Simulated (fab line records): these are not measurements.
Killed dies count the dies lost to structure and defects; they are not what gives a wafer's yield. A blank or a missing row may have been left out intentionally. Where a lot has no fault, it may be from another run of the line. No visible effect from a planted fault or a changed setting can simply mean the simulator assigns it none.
Chamber matching    flow n5Finfet    N5_BEOL_M13_ILD_DEP_00 on pecvd-04 has 3 sister chambers
The step deposits SiOC from DEMS/O2, target thk 837.92 nm, time 166.4 s. 3 wafers are shown with their chamber, then 11 later ones without.

## EACH WAFER AND ITS CHAMBER
wafer   chamber  throttleValvePct (%)
L086.4  0        12.7
L089.5  1        11.9
L090.1  2        11.0

## WAFERS WITH NO CHAMBER GIVEN
wafer   throttleValvePct (%)
L090.3  11.1
L090.5  11.0
L093.3  12.4
L093.4  11.2
L093.6  10.8
L092.3  12.7
L092.4  11.5
L092.6  10.9
L097.1  12.6
L097.2  10.9
L097.3  12.4

## WHICH CHAMBER EACH WENT THROUGH
wafer   from the rows above      in truth
L090.3  2                        2
L090.5  2                        2
L093.3  can't be placed: 0 or 1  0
L093.4  2                        2
L093.6  2                        2
L092.3  0                        0
L092.4  can't be placed: 1 or 2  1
L092.6  2                        2
L097.1  0                        0
L097.2  2                        2
L097.3  can't be placed: 0 or 1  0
Placed correctly: 8 of 11. From these rows, 3 cannot be placed; in 3 the true chamber is one of the candidates. Wrongly placed: 0.
How it was worked out, from the rows above alone: a wafer's distance from a chamber is the root of the sum, over the readings, of the square of ((its reading less the chamber's mean) divided by the reading's scatter). If the next closest chamber is less than 2 further off than the closest, the wafer can't be placed; otherwise it belongs to the closest. The mean given for a chamber averages the wafers shown for that chamber. The scatter: with one shown wafer a chamber, the root of the mean of the squares of how far each hidden wafer lies from its nearest shown one.
